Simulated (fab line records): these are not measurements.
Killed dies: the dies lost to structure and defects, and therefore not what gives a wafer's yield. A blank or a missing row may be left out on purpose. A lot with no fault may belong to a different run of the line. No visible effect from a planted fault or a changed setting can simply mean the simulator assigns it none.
The tool behind it: which one? ; flow nand-harc ; Sampling: 22 lots, 66 wafers, 6 of 1302 route steps

== WHAT EACH GAUGE READ, for each wafer ==
No reading from a measuring or inspecting step in the record can be judged against a usual standard deviation.

== TOOL THAT RAN EACH LOT (tool first, then ch and the chambers of the sampled wafers, then the start) ==
lot;NHARC_A_DECK1_JOINT_CMP_13;NHARC_A_ONON_D2_DEP_33;NHARC_A_CHANNEL_HOLE_D2_DESCUM_15;NHARC_A_CHANNEL_HOLE_D2_ETCH_39;NHARC_A_CHANNEL_HOLE_D2_ETCH_16;NHARC_A_CHANNEL_FILL_D2_STRIP_28
L074;cmp-02 ch 0,1, day 11 09:08;pecvd-02 ch 0,1,2, day 13 04:29;rie-diel-02 ch 0,1,3, day 13 07:54;rie-diel-02 ch 0,2,3, day 14 15:14 or earlier;rie-diel-02 ch 1,2, day 14 15:14 or earlier;rie-diel-08 ch 0,2,3, day 14 15:14
L075;cmp-04 ch 1,2,3, day 11 18:34;pecvd-04 ch 0,2, day 13 09:23;rie-diel-02 ch 0,3, day 13 12:56;rie-diel-02 ch 0,1,3, day 14 21:05 or earlier;rie-diel-02 ch 1,2,3, day 14 21:05 or earlier;rie-diel-08 ch 0,1,3, day 14 21:05
L076;cmp-03 ch 0,1,3, day 12 14:49;pecvd-02 ch 1,2, day 14 11:42;rie-diel-13 ch 0,3, day 14 15:07;rie-diel-13 ch 0,3, day 15 22:30 or earlier;rie-diel-13 ch 1,2, day 15 22:30 or earlier;rie-diel-08 ch 0,1, day 15 22:30
L078;cmp-02 ch 0,2,3, day 12 22:56;pecvd-02 ch 0,1, day 14 11:58;rie-diel-02 ch 1,2,3, day 14 15:20;rie-diel-02 ch 0,1,2, day 15 22:31 or earlier;rie-diel-02 ch 1,2,3, day 15 22:31 or earlier;rie-diel-03 ch 1,2, day 15 22:31
L077;cmp-04 ch 0,2,3, day 12 22:56;pecvd-04 ch 0,1,2, day 14 12:03;rie-diel-04 ch 0,2,3, day 14 15:29;rie-diel-04 ch 1,2,3, day 16 02:57 or earlier;rie-diel-04 ch 0,1,3, day 16 02:57 or earlier;rie-diel-08 ch 0,2,3, day 16 02:57
L079;cmp-02 ch 2,3, day 13 05:36;pecvd-02 ch 0,1, day 15 00:14;rie-diel-13 ch 0,1,2, day 15 03:32;rie-diel-13 ch 0,1,3, day 16 10:36 or earlier;rie-diel-13 ch 0,2, day 16 10:36 or earlier;rie-diel-03 ch 0,2, day 16 10:36
L081;cmp-04 ch 1,2,3, day 13 18:59;pecvd-02 ch 1,2, day 15 09:31;rie-diel-04 ch 1,3, day 15 12:52;rie-diel-04 ch 0,3, day 16 22:43 or earlier;rie-diel-04 ch 1,2,3, day 16 22:43 or earlier;rie-diel-05 ch 0,1,3, day 16 22:43
L080;cmp-03 ch 2,3, day 14 00:44;pecvd-04 ch 0,2, day 15 09:33;rie-diel-02 ch 1,2, day 15 13:26;rie-diel-02 ch 0,3, day 16 22:47 or earlier;rie-diel-02 ch 1,2,3, day 16 22:47 or earlier;rie-diel-08 ch 0,1,3, day 16 22:47
L082;cmp-04 ch 0,1, day 14 21:13;pecvd-02 ch 0,1, day 16 08:48;rie-diel-04 ch 0,1, day 16 19:41;rie-diel-04 ch 0,1,2, day 18 07:27 or earlier;rie-diel-04 ch 0,1,2, day 18 07:27 or earlier;rie-diel-03 ch 0,3, day 18 07:27
L083;cmp-04 ch 0,1,2, day 15 01:48;pecvd-01 ch 0,1,2, day 16 09:02;rie-diel-13 ch 1,2,3, day 16 19:50;rie-diel-13 ch 0,1,3, day 18 07:24 or earlier;rie-diel-13 ch 0,1,2, day 18 07:24 or earlier;rie-diel-08 ch 0,1,3, day 18 07:24
L084;cmp-02 ch 0,1,2, day 15 01:50;pecvd-01 ch 0,1,2, day 16 08:35;rie-diel-02 ch 1,3, day 16 17:58;rie-diel-02 ch 1,2,3, day 18 01:56 or earlier;rie-diel-02 ch 0,1,3, day 18 01:56 or earlier;rie-diel-08 ch 1,2, day 18 01:56
L087;cmp-04 ch 2,3, day 17 00:11;pecvd-04 ch 0,1, day 18 16:35;rie-diel-13 ch 2,3, day 18 20:08;rie-diel-13 ch 0,2, day 20 06:05 or earlier;rie-diel-13 ch 1,3, day 20 06:05 or earlier;rie-diel-08 ch 1,2, day 20 06:05
L089;cmp-02 ch 0,1,3, day 17 15:47;pecvd-02 ch 0,1, day 19 02:13;rie-diel-04 ch 0,1,2, day 19 05:37;rie-diel-04 ch 0,2,3, day 20 13:24 or earlier;rie-diel-04 ch 0,1,3, day 20 13:24 or earlier;rie-diel-08 ch 1,2,3, day 20 13:24
L088;cmp-03 ch 1,2,3, day 17 15:49;pecvd-01 ch 0,2, day 19 02:09;rie-diel-13 ch 0,1,2, day 19 05:26;rie-diel-13 ch 0,1, day 20 13:24 or earlier;rie-diel-13 ch 0,1,3, day 20 13:24 or earlier;rie-diel-03 ch 1,2,3, day 20 13:24
L090;cmp-04 ch 0,1, day 18 03:44;pecvd-02 ch 0,1, day 19 15:53;rie-diel-13 ch 2,3, day 19 21:07;rie-diel-13 ch 2,3, day 21 08:40 or earlier;rie-diel-13 ch 0,2, day 21 08:40 or earlier;rie-diel-03 ch 0,1,2, day 21 08:40
L091;cmp-04 ch 1,2, day 18 07:26;pecvd-04 ch 0,1, day 19 15:52;rie-diel-13 ch 0,2,3, day 19 19:15;rie-diel-13 ch 2,3, day 21 04:47 or earlier;rie-diel-13 ch 1,2, day 21 04:47 or earlier;rie-diel-08 ch 1,3, day 21 04:47
L092;cmp-02 ch 0,1,2, day 18 17:11;pecvd-04 ch 0,1,2, day 20 08:05;rie-diel-13 ch 2,3, day 20 11:57;rie-diel-13 ch 0,3, day 21 19:11 or earlier;rie-diel-13 ch 0,3, day 21 19:11 or earlier;rie-diel-03 ch 0,2,3, day 21 19:11
L093;cmp-04 ch 0,3, day 18 20:07;pecvd-02 ch 0,1,2, day 20 07:44;rie-diel-02 ch 0,1,2, day 20 11:02;rie-diel-02 ch 1,2, day 21 19:10 or earlier;rie-diel-02 ch 0,2,3, day 21 19:10 or earlier;rie-diel-05 ch 1,2, day 21 19:10
L095;cmp-03 ch 0,2,3, day 19 23:58;pecvd-04 ch 0,1,2, day 21 11:51;rie-diel-02 ch 0,1,2, day 21 17:16;rie-diel-02 ch 0,2,3, day 23 04:02 or earlier;rie-diel-02 ch 0,2,3, day 23 04:02 or earlier;rie-diel-08 ch 0,1,2, day 23 04:02
L094;cmp-04 ch 0,3, day 19 23:58;pecvd-01 ch 0,1,2, day 21 12:01;rie-diel-04 ch 1,2, day 21 17:31;rie-diel-04 ch 1,2,3, day 23 04:02 or earlier;rie-diel-04 ch 0,1, day 23 04:02 or earlier;rie-diel-03 ch 0,1, day 23 04:02
L096;cmp-02 ch 0,3, day 20 07:16;pecvd-04 ch 1,2, day 21 19:05;rie-diel-02 ch 0,2, day 22 00:57;rie-diel-02 ch 0,1,2, day 23 11:40 or earlier;rie-diel-02 ch 0,2,3, day 23 11:40 or earlier;rie-diel-05 ch 0,2, day 23 11:40
L097;cmp-04 ch 0,2, day 20 23:15;pecvd-01 ch 0,1,2, day 22 16:49;rie-diel-04 ch 0,1,3, day 22 20:29;rie-diel-04 ch 0,2, day 24 04:23 or earlier;rie-diel-04 ch 0,1, day 24 04:23 or earlier;rie-diel-03 ch 1,3, day 24 04:23
- NHARC_A_DECK1_JOINT_CMP_13: polishes, target thk 51.023 nm.
- NHARC_A_ONON_D2_DEP_33: deposits SiO2, target thk 200 nm.
- NHARC_A_CHANNEL_HOLE_D2_DESCUM_15: chemistry O2, time 3 s.
- NHARC_A_CHANNEL_HOLE_D2_ETCH_39: etches the open film in N2/H2, target depth 260 nm, time 325 s.
- NHARC_A_CHANNEL_HOLE_D2_ETCH_16: etches the open film in O2/COS, target depth 3100 nm, time 806 s.
- NHARC_A_CHANNEL_FILL_D2_STRIP_28: strips in O2, time 20 s.

== WHAT THE TOOLS THEMSELVES READ (means of the sampled wafers that have a number; where no wafer has one, the mark that the record gives instead) ==
NHARC_A_DECK1_JOINT_CMP_13. Usual: edge-zone-pressure-frac 1.000, standard deviation 0.0047; motor-current-A 11.9 A, standard deviation 1.3; time-to-endpoint-s 9.1 s, standard deviation 2.6.
lot;tool;edge-zone-pressure-frac;motor-current-A (A);time-to-endpoint-s (s);flag
L074;cmp-02;0.998;11.4;6.9;
L075;cmp-04;0.997;12.1;10.5;
L076;cmp-03;0.998;11.3;9.9;
L078;cmp-02;1.001;12.2;9.5;
L077;cmp-04;1.004;12.2;10.8;
L079;cmp-02;1.002;12.8;5.7;
L081;cmp-04;1.004;12.1;9.8;
L080;cmp-03;1.007;12.8;9.1;
L082;cmp-04;0.997;11.3;7.9;
L083;cmp-04;0.996;12.3;9.5;
L084;cmp-02;0.998;12.5;8.5;
L087;cmp-04;1.000;12.9;5.8;
L089;cmp-02;1.000;11.6;9.8;
L088;cmp-03;0.999;11.9;8.4;
L090;cmp-04;1.002;11.2;12.0;
L091;cmp-04;0.996;12.2;9.3;
L092;cmp-02;0.998;11.9;9.2;
L093;cmp-04;1.000;11.0;12.6;
L095;cmp-03;1.000;11.7;6.2;
L094;cmp-04;1.001;11.0;13.1;
L096;cmp-02;1.005;11.3;9.5;
L097;cmp-04;0.996;13.4;10.4;

NHARC_A_ONON_D2_DEP_33. Usual: heater-power-w 606 W, standard deviation 64; throttle-valve-pct 16.0 %, standard deviation 0.33.
lot;tool;heater-power-w (W);throttle-valve-pct (%);flag
L074;pecvd-02;587;15.7;
L075;pecvd-04;580;16.2;
L076;pecvd-02;629;15.6;
L078;pecvd-02;574;15.9;
L077;pecvd-04;598;16.0;
L079;pecvd-02;587;15.7;
L081;pecvd-02;586;15.5;
L080;pecvd-04;540;16.2;
L082;pecvd-02;604;15.9;
L083;pecvd-01;654;15.9;
L084;pecvd-01;641;15.8;
L087;pecvd-04;685;16.4;
L089;pecvd-02;548;16.1;
L088;pecvd-01;623;16.2;
L090;pecvd-02;609;15.8;
L091;pecvd-04;641;16.3;
L092;pecvd-04;563;16.2;
L093;pecvd-02;641;16.0;
L095;pecvd-04;536;16.2;
L094;pecvd-01;620;16.1;
L096;pecvd-04;545;16.5;
L097;pecvd-01;600;16.1;

NHARC_A_CHANNEL_HOLE_D2_DESCUM_15. Usual: drypump-motor-current-A 5.8 A, standard deviation 0.45; oes-product-au 1.002 a.u., standard deviation 0.0096; rf-vpp-V 57.9 V, standard deviation 0.97; showerhead-plenum-p-Torr 1.95 Torr, standard deviation 0.1; throttle-valve-pct 11.311 %, standard deviation 0.0098.
lot;tool;drypump-motor-current-A (A);oes-product-au (a.u.);rf-vpp-V (V);showerhead-plenum-p-Torr (Torr);throttle-valve-pct (%);flag
L074;rie-diel-02;6.0;1.006;56.9;1.95;11.310;
L075;rie-diel-02;6.0;1.000;57.7;1.86;11.320;
L076;rie-diel-13;5.5;1.017;57.4;1.90;11.312;
L078;rie-diel-02;6.0;0.997;58.1;2.04;11.312;
L077;rie-diel-04;6.1;0.999;58.0;1.90;11.320;
L079;rie-diel-13;5.5;1.009;57.3;1.93;11.304;
L081;rie-diel-04;5.8;0.995;57.2;1.91;11.311;
L080;rie-diel-02;6.0;1.003;58.3;2.05;11.302;
L082;rie-diel-04;5.6;0.998;57.7;1.97;11.306;
L083;rie-diel-13;5.3;0.997;58.1;1.98;11.307;
L084;rie-diel-02;6.0;1.004;59.1;2.04;11.314;
L087;rie-diel-13;5.1;1.004;57.7;1.98;11.319;
L089;rie-diel-04;6.0;0.991;58.6;1.92;11.307;
L088;rie-diel-13;5.6;1.002;57.1;1.92;11.316;
L090;rie-diel-13;5.0;1.010;58.4;1.98;11.301;
L091;rie-diel-13;5.4;1.013;58.1;1.92;11.317;
L092;rie-diel-13;5.1;1.015;56.9;1.98;11.301;
L093;rie-diel-02;6.0;1.006;57.7;1.96;11.312;
L095;rie-diel-02;6.1;1.005;58.1;1.95;11.310;
L094;rie-diel-04;6.1;0.996;57.4;1.88;11.320;
L096;rie-diel-02;6.0;1.001;57.3;1.86;11.310;
L097;rie-diel-04;5.7;0.986;57.6;1.94;11.307;

NHARC_A_CHANNEL_HOLE_D2_ETCH_39. Usual: drypump-motor-current-A 5.8 A, standard deviation 0.46; oes-product-au 1.002 a.u., standard deviation 0.0092; rf-vpp-V 431 V, standard deviation 3.2; showerhead-plenum-p-Torr 2.07 Torr, standard deviation 0.11; throttle-valve-pct 14.171 %, standard deviation 0.0099.
lot;tool;drypump-motor-current-A (A);oes-product-au (a.u.);rf-vpp-V (V);showerhead-plenum-p-Torr (Torr);throttle-valve-pct (%);flag
L074;rie-diel-02;6.0;1.004;431;2.08;14.170;
L075;rie-diel-02;6.0;1.001;432;2.08;14.174;
L076;rie-diel-13;5.2;0.998;431;2.08;14.173;
L078;rie-diel-02;6.0;1.004;432;2.09;14.173;
L077;rie-diel-04;6.2;0.987;428;1.99;14.170;
L079;rie-diel-13;5.4;1.002;432;2.09;14.157;
L081;rie-diel-04;5.8;1.006;431;2.05;14.161;
L080;rie-diel-02;6.0;1.004;429;1.98;14.175;
L082;rie-diel-04;6.0;0.995;430;2.05;14.182;
L083;rie-diel-13;5.3;1.010;432;2.09;14.171;
L084;rie-diel-02;6.0;0.999;434;2.18;14.174;
L087;rie-diel-13;5.7;1.013;431;2.02;14.176;
L089;rie-diel-04;6.0;0.993;432;2.03;14.173;
L088;rie-diel-13;5.7;1.014;429;2.02;14.167;
L090;rie-diel-13;5.1;1.007;432;2.11;14.175;
L091;rie-diel-13;5.4;1.008;432;2.07;14.165;
L092;rie-diel-13;5.2;1.012;431;2.08;14.173;
L093;rie-diel-02;6.1;1.006;434;2.18;14.166;
L095;rie-diel-02;6.0;0.998;432;2.07;14.175;
L094;rie-diel-04;6.1;0.990;429;1.99;14.172;
L096;rie-diel-02;6.0;1.012;431;2.08;14.163;
L097;rie-diel-04;6.3;0.994;429;2.00;14.173;

NHARC_A_CHANNEL_HOLE_D2_ETCH_16. Usual: drypump-motor-current-A 5.8 A, standard deviation 0.45; oes-product-au 1.003 a.u., standard deviation 0.0098; rf-vpp-V 315.0 V, standard deviation 2.3; showerhead-plenum-p-Torr 3.18 Torr, standard deviation 0.15; throttle-valve-pct 28.330 %, standard deviation 0.0089.
lot;tool;drypump-motor-current-A (A);oes-product-au (a.u.);rf-vpp-V (V);showerhead-plenum-p-Torr (Torr);throttle-valve-pct (%);flag
L074;rie-diel-02;6.0;1.000;317.7;3.33;28.334;
L075;rie-diel-02;6.0;1.003;317.0;3.32;28.318;
L076;rie-diel-13;5.4;0.997;316.0;3.24;28.341;
L078;rie-diel-02;6.0;0.998;316.7;3.32;28.329;
L077;rie-diel-04;5.7;1.001;314.9;3.18;28.330;
L079;rie-diel-13;5.8;1.020;312.0;3.04;28.326;
L081;rie-diel-04;6.2;0.993;313.0;3.05;28.327;
L080;rie-diel-02;6.1;1.005;316.6;3.32;28.330;
L082;rie-diel-04;6.0;0.997;314.2;3.14;28.332;
L083;rie-diel-13;5.6;1.011;314.5;3.14;28.333;
L084;rie-diel-02;6.0;1.001;315.0;3.18;28.332;
L087;rie-diel-13;5.1;1.004;317.2;3.28;28.328;
L089;rie-diel-04;5.7;0.997;315.3;3.17;28.332;
L088;rie-diel-13;5.4;1.011;315.2;3.19;28.332;
L090;rie-diel-13;5.8;1.013;313.0;3.04;28.317;
L091;rie-diel-13;5.5;0.999;314.5;3.18;28.331;
L092;rie-diel-13;5.2;1.011;315.6;3.18;28.321;
L093;rie-diel-02;6.0;1.003;315.4;3.17;28.333;
L095;rie-diel-02;6.0;1.002;315.2;3.17;28.329;
L094;rie-diel-04;5.6;1.007;315.0;3.21;28.328;
L096;rie-diel-02;6.0;0.999;314.0;3.17;28.327;
L097;rie-diel-04;5.5;0.994;316.4;3.26;28.321;

NHARC_A_CHANNEL_FILL_D2_STRIP_28. Usual: drypump-motor-current-A 5.7 A, standard deviation 0.33; oes-product-au 0.998 a.u., standard deviation 0.0089; rf-vpp-V 57.6 V, standard deviation 0.95; showerhead-plenum-p-Torr 3.47 Torr, standard deviation 0.15; throttle-valve-pct 17.036 %, standard deviation 0.0085.
lot;tool;drypump-motor-current-A (A);oes-product-au (a.u.);rf-vpp-V (V);showerhead-plenum-p-Torr (Torr);throttle-valve-pct (%);flag
L074;rie-diel-08;5.6;0.997;57.4;3.47;17.039;
L075;rie-diel-08;5.8;0.996;57.4;3.37;17.038;
L076;rie-diel-08;5.8;1.007;56.7;3.38;17.043;
L078;rie-diel-03;6.0;1.003;59.1;3.65;17.031;
L077;rie-diel-08;5.6;1.003;57.4;3.47;17.031;
L079;rie-diel-03;5.8;1.003;58.3;3.58;17.040;
L081;rie-diel-05;5.8;1.001;57.6;3.48;17.038;
L080;rie-diel-08;5.8;0.984;57.0;3.37;17.027;
L082;rie-diel-03;5.2;0.996;58.0;3.49;17.041;
L083;rie-diel-08;5.8;0.989;57.7;3.37;17.029;
L084;rie-diel-08;5.6;0.994;57.8;3.59;17.035;
L087;rie-diel-08;5.6;0.992;58.3;3.50;17.020;
L089;rie-diel-08;5.6;1.000;57.6;3.48;17.028;
L088;rie-diel-03;5.7;1.002;58.5;3.62;17.022;
L090;rie-diel-03;5.8;0.995;57.7;3.56;17.038;
L091;rie-diel-08;5.7;0.989;57.8;3.39;17.038;
L092;rie-diel-03;5.5;1.006;57.4;3.54;17.040;
L093;rie-diel-05;6.3;1.002;56.8;3.29;17.038;
L095;rie-diel-08;5.7;0.997;58.6;3.48;17.031;
L094;rie-diel-03;5.9;0.998;58.3;3.55;17.030;
L096;rie-diel-05;6.3;1.003;56.9;3.43;17.035;
L097;rie-diel-03;5.8;0.995;58.0;3.60;17.032;

== THE ANSWER, worked out from the rows above alone ==
Rule: take the mean of a lot's wafers that have a number; if it is more than 3 standard deviations from the usual mean, the lot is off. Also off: a lot with no number at a reading for which 4 or more lots have one. Where the step has rows for the other lots, those lots are counted as sound. The gauges are gone through in route order, then the tools' own readings, and for those a lot's mean is taken as printed above. The first step at which some lot is off is used, and at that step the reading that is off furthest; a lot without a number counts as furthest.
Across all readings shown, no lot is off: no conclusion can be drawn from this.

== WHAT THE SIMULATOR HAD PUT IN ==
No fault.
